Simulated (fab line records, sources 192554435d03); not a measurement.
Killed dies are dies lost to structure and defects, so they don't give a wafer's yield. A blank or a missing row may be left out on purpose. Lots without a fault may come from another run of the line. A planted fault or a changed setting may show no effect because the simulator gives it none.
Which tool did it? | flow n5_finfet | 24 lots, 72 wafers sampled, at 2 steps of a route of 1938

WHAT THE GAUGES READ, wafer by wafer
N5_DUMMY_GATE_CD_MEAS_50: target cd 14 nm. Usual: cd_nm 13.8 nm, standard deviation 0.52.
lot  | measured    | on        | cd_nm (nm)     | flag
L074 | day 2 23:28 | cd_sem-01 | 13.6 14.0 14.3 |
L075 | day 3 07:14 | cd_sem-02 | 14.9 13.2 13.9 |
L076 | day 3 19:31 | cd_sem-02 | 13.8 13.9 13.3 |
L077 | day 3 23:48 | cd_sem-02 | 13.7 12.8 13.0 |
L078 | day 4 03:29 | cd_sem-02 | 14.2 13.7 13.3 |
L079 | day 4 06:41 | cd_sem-02 | 13.8 13.6 13.6 |
L080 | day 4 11:16 | cd_sem-01 | 14.2 13.3 14.2 |
L081 | day 4 17:04 | cd_sem-03 | 13.9 14.2 13.7 |
L082 | day 4 21:54 | cd_sem-02 | 13.6 13.7 13.8 |
L083 | day 5 07:08 | cd_sem-02 | 13.0 14.3 13.0 |
L084 | day 5 13:32 | cd_sem-02 | 13.2 13.7 13.4 |
L085 | day 5 19:14 | cd_sem-02 | 13.6 13.8 13.3 |
L086 | day 6 00:38 | cd_sem-02 | 12.9 14.4 13.9 |
L087 | day 6 04:24 | cd_sem-03 | 14.2 13.7 14.2 |
L088 | day 6 11:50 | cd_sem-03 | 14.1 14.4 14.8 |
L089 | day 6 17:10 | cd_sem-03 | 12.8 13.5 13.0 |
L090 | day 6 23:41 | cd_sem-03 | 13.7 14.0 14.3 |
L091 | day 7 05:11 | cd_sem-03 | 14.4 13.3 13.2 |
L092 | day 7 12:27 | cd_sem-02 | 13.2 13.8 14.0 |
L093 | day 7 16:26 | cd_sem-01 | 14.5 14.0 14.3 |
L094 | day 8 01:35 | cd_sem-01 | 13.1 13.8 13.2 |
L095 | day 8 04:35 | cd_sem-03 | 14.8 13.4 13.8 |
L096 | day 8 11:47 | cd_sem-03 | 13.6 13.7 13.9 |
L097 | day 8 19:31 | cd_sem-03 | 14.1 14.3 13.5 |

N5_SD_EPI_N_INSPECT_11: inspects for defects (macro). Usual: raw_defect_count 1.9, standard deviation 1.3.
lot  | measured    | on                | raw_defect_count | flag
L074 | day 3 01:20 | defect_inspect-02 | 4 1 3            |
L075 | day 3 09:11 | defect_inspect-02 | 3 3 3            |
L076 | day 3 21:21 | defect_inspect-02 | 2 1 3            |
L077 | day 4 01:32 | defect_inspect-01 | 2 1 1            |
L078 | day 4 05:12 | defect_inspect-02 | 1 1 2            |
L079 | day 4 08:35 | defect_inspect-01 | 0 0 2            |
L080 | day 4 14:26 | defect_inspect-01 | 1 2 0            |
L081 | day 4 19:49 | defect_inspect-01 | 1 2 1            |
L082 | day 4 23:37 | defect_inspect-01 | 0 1 3            |
L083 | day 5 08:59 | defect_inspect-02 | 1 5 4            |
L084 | day 5 15:22 | defect_inspect-02 | 2 3 4            |
L085 | day 5 21:23 | defect_inspect-01 | 1 2 1            |
L086 | day 6 03:37 | defect_inspect-02 | 2 2 0            |
L087 | day 6 06:34 | defect_inspect-02 | 1 1 2            |
L088 | day 6 13:43 | defect_inspect-02 | 0 0 1            |
L089 | day 6 19:10 | defect_inspect-01 | 1 4 4            |
L090 | day 7 01:38 | defect_inspect-02 | 2 2 5            |
L091 | day 7 07:02 | defect_inspect-01 | 0 1 2            |
L092 | day 7 14:18 | defect_inspect-01 | 2 3 1            |
L093 | day 7 18:18 | defect_inspect-01 | 1 2 0            |
L094 | day 8 03:28 | defect_inspect-01 | 1 1 1            |
L095 | day 8 06:26 | defect_inspect-02 | 2 2 2            |
L096 | day 8 14:34 | defect_inspect-01 | 3 1 0            |
L097 | day 8 21:26 | defect_inspect-02 | 0 3 2            |

WHICH TOOL RAN EACH LOT (tool, then ch and the chambers of the sampled wafers, then the start)
The record holds no process step before these readings.

WHAT THE TOOLS THEMSELVES READ (means of the sampled wafers that have a number; where no wafer has one, the mark that the record gives instead)
The record holds no such reading with a usual standard deviation.

THE ANSWER, worked out from the rows above alone
Rule: a lot is off if the mean of its wafers that have a number lies more than 3 standard deviations from the usual mean. A lot without any number at a reading at which 4 lots or more have one is off too. The other lots that the step has rows for count as sound. The gauges are gone through in route order, then the tools' own readings, and for those a lot's mean is taken as printed above. The first step at which some lot is off is used, and at that step the reading that is off furthest; a lot without a number counts as furthest.
No lot is off at any reading shown: from this, nothing can be told.

WHAT THE SIMULATOR HAD PUT IN
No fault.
